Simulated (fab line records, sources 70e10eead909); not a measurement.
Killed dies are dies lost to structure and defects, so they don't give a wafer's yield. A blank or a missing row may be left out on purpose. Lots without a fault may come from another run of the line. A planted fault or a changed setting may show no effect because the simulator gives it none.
Which tool did it? | flow nand_harc | 12 lots, 36 wafers sampled, at 5 steps of a route of 1159

WHAT THE GAUGES READ, wafer by wafer
NHARC_THIN_TSV_THK_MEAS_02: measures by ir. Usual: thk_nm 3039 nm, standard deviation 230.
lot  | measured     | on            | thk_nm (nm)    | flag
L447 | day 18 17:05 | film_metro-02 | 3054 3071 3223 |
L448 | day 19 08:04 | film_metro-01 | 2870 2920 3111 |
L451 | day 19 06:50 | film_metro-01 | 2893 3005 3076 |
L450 | day 19 10:28 | film_metro-01 | 2817 2872 2699 |
L449 | day 19 09:16 | film_metro-01 | 3206 3143 3282 |
L452 | day 20 09:13 | film_metro-02 | 2690 2857 2977 |
L453 | day 20 10:24 | film_metro-02 | 2817 2753 2737 |
L462 | day 22 12:02 | film_metro-01 | 3616 3687 3328 |
L465 | day 23 04:35 | film_metro-01 | 2697 2737 2807 |
L468 | day 24 01:24 | film_metro-02 | 2880 2980 2843 |
L469 | day 24 02:35 | film_metro-01 | 3172 3337 3163 |
L470 | day 24 16:08 | film_metro-02 | 2827 2909 2985 |

NHARC_END_SORT_01. Usual: killed_at_array 27, standard deviation 8; killed_at_other 0.8, standard deviation 1.2; killed_at_periphery 3.3, standard deviation 2.3; killed_dies 31, standard deviation 8.8; killed_open 3.2, standard deviation 2.1; killed_short 2.1, standard deviation 1.4.
lot  | measured     | on        | killed_at_array | killed_at_other | killed_at_periphery | killed_dies | killed_open | killed_short | flag
L462 | day 23 09:38 | prober-02 | 13 74 20        | 2 1 2           | 2 2 1               | 17 77 23    | 2 2 2       | 0 4 1        |

WHICH TOOL RAN EACH LOT (tool, then ch and the chambers of the sampled wafers, then the start)
lot  | NHARC_A_WL_FILL_PRECLEAN_30         | NHARC_THIN_TSV_ETCH_44             | NHARC_THIN_TSV_PVD_51
L447 | wet_bench-09 ch 0,6,7, day 15 22:08 | rie_diel-08 ch 1,2, day 18 18:28   | pvd_sputter-03, no start
L448 | wet_bench-09 ch 0,2,4, day 16 04:31 | rie_diel-07 ch 2,3, day 19 09:29   | pvd_sputter-03, no start
L451 | wet_bench-05 ch 2,5,7, day 16 04:31 | rie_diel-07 ch 1,2, day 19 08:13   | pvd_sputter-02, no start
L450 | wet_bench-09 ch 0,4,5, day 16 04:32 | rie_diel-07 ch 1,3, day 19 11:46   | pvd_sputter-02, no start
L449 | wet_bench-09 ch 0,4,7, day 16 08:14 | rie_diel-07 ch 0,1,3, day 19 10:40 | pvd_sputter-03, no start
L452 | wet_bench-04 ch 1,5,6, day 17 14:18 | rie_diel-02 ch 1,2,3, day 20 10:27 | pvd_sputter-03, no start
L453 | wet_bench-09 ch 2,3,5, day 17 14:18 | rie_diel-02 ch 0,1,2, day 20 11:42 | pvd_sputter-03, no start
L462 | wet_bench-05 ch 0,5,7, day 19 05:34 | rie_diel-08 ch 1,3, day 22 13:26   | pvd_sputter-03, day 23 09:38 or earlier
L465 | wet_bench-04 ch 2,4,5, day 20 09:51 | rie_diel-07 ch 0,1,2, day 23 05:53 | pvd_sputter-02, no start
L468 | wet_bench-04 ch 0,4,7, day 21 09:51 | rie_diel-02 ch 0,2,3, day 24 02:35 | pvd_sputter-02, no start
L469 | wet_bench-05 ch 1,3,6, day 21 09:51 | rie_diel-08 ch 1,3, day 24 03:53   | pvd_sputter-02, no start
L470 | wet_bench-09 ch 2,3,7, day 21 19:05 | rie_diel-07 ch 0,1,3, day 24 17:29 | pvd_sputter-01, no start
- NHARC_A_WL_FILL_PRECLEAN_30: cleans in dHF, time 10 s.
- NHARC_THIN_TSV_ETCH_44: etches the open film in CF4/O2, target depth 1594.2 nm, time 797.1 s.
- NHARC_THIN_TSV_PVD_51: deposits Cu, target thk 100 nm.

WHAT THE TOOLS THEMSELVES READ (means of the sampled wafers that have a number; where no wafer has one, the mark that the record gives instead)
NHARC_THIN_TSV_ETCH_44. Usual: drypump_motor_current_A 5.7 A, standard deviation 0.32; o2_flow_sccm 9.999 sccm, standard deviation 0.028; oes_product_au 0.996 a.u., standard deviation 0.0095; rf_vpp_V 795 V, standard deviation 4.3; showerhead_plenum_p_Torr 1.85 Torr, standard deviation 0.068; throttle_valve_pct 16.914 %, standard deviation 0.0091.
lot  | tool        | drypump_motor_current_A (A) | o2_flow_sccm (sccm) | oes_product_au (a.u.) | rf_vpp_V (V) | showerhead_plenum_p_Torr (Torr) | throttle_valve_pct (%) | flag
L447 | rie_diel-08 | 6.0                         | 10.022              | 1.007                 | 797          | 1.88                            | 16.908                 |
L448 | rie_diel-07 | 5.5                         | 10.027              | 0.987                 | 794          | 1.82                            | 16.909                 |
L451 | rie_diel-07 | 5.4                         | 9.998               | 0.995                 | 793          | 1.81                            | 16.922                 |
L450 | rie_diel-07 | 5.5                         | 10.008              | 0.997                 | 795          | 1.84                            | 16.906                 |
L449 | rie_diel-07 | 5.7                         | 9.993               | 0.991                 | 794          | 1.80                            | 16.921                 |
L452 | rie_diel-02 | 5.8                         | 10.004              | 0.998                 | 798          | 1.90                            | 16.913                 |
L453 | rie_diel-02 | 5.7                         | 9.997               | 1.006                 | 794          | 1.84                            | 16.919                 |
L462 | rie_diel-08 | 6.2                         | 10.039              | 1.004                 | 799          | 1.89                            | 16.913                 |
L465 | rie_diel-07 | 5.6                         | 10.011              | 0.995                 | 790          | 1.79                            | 16.910                 |
L468 | rie_diel-02 | 5.7                         | 10.013              | 0.996                 | 798          | 1.90                            | 16.914                 |
L469 | rie_diel-08 | 6.2                         | 10.000              | 0.997                 | 798          | 1.89                            | 16.910                 |
L470 | rie_diel-07 | 5.7                         | 10.031              | 0.991                 | 793          | 1.80                            | 16.912                 |

NHARC_THIN_TSV_PVD_51. Usual: throttle_valve_pct 30.2 %, standard deviation 0.72.
lot  | tool           | throttle_valve_pct (%) | flag
L447 | pvd_sputter-03 | 30.1                   |
L448 | pvd_sputter-03 | 30.2                   |
L451 | pvd_sputter-02 | 30.4                   |
L450 | pvd_sputter-02 | 30.8                   |
L449 | pvd_sputter-03 | 30.0                   |
L452 | pvd_sputter-03 | 29.9                   |
L453 | pvd_sputter-03 | 30.3                   |
L462 | pvd_sputter-03 | 29.9                   |
L465 | pvd_sputter-02 | 30.3                   |
L468 | pvd_sputter-02 | 30.4                   |
L469 | pvd_sputter-02 | 30.4                   |
L470 | pvd_sputter-01 | 29.6                   |

THE ANSWER, worked out from the rows above alone
Rule: a lot is off if the mean of its wafers that have a number lies more than 3 standard deviations from the usual mean. A lot without any number at a reading at which 4 lots or more have one is off too. The other lots that the step has rows for count as sound. The gauges are gone through in route order, then the tools' own readings, and for those a lot's mean is taken as printed above. The first step at which some lot is off is used, and at that step the reading that is off furthest; a lot without a number counts as furthest.
No lot is off at any reading shown: from this, nothing can be told.

WHAT THE SIMULATOR HAD PUT IN
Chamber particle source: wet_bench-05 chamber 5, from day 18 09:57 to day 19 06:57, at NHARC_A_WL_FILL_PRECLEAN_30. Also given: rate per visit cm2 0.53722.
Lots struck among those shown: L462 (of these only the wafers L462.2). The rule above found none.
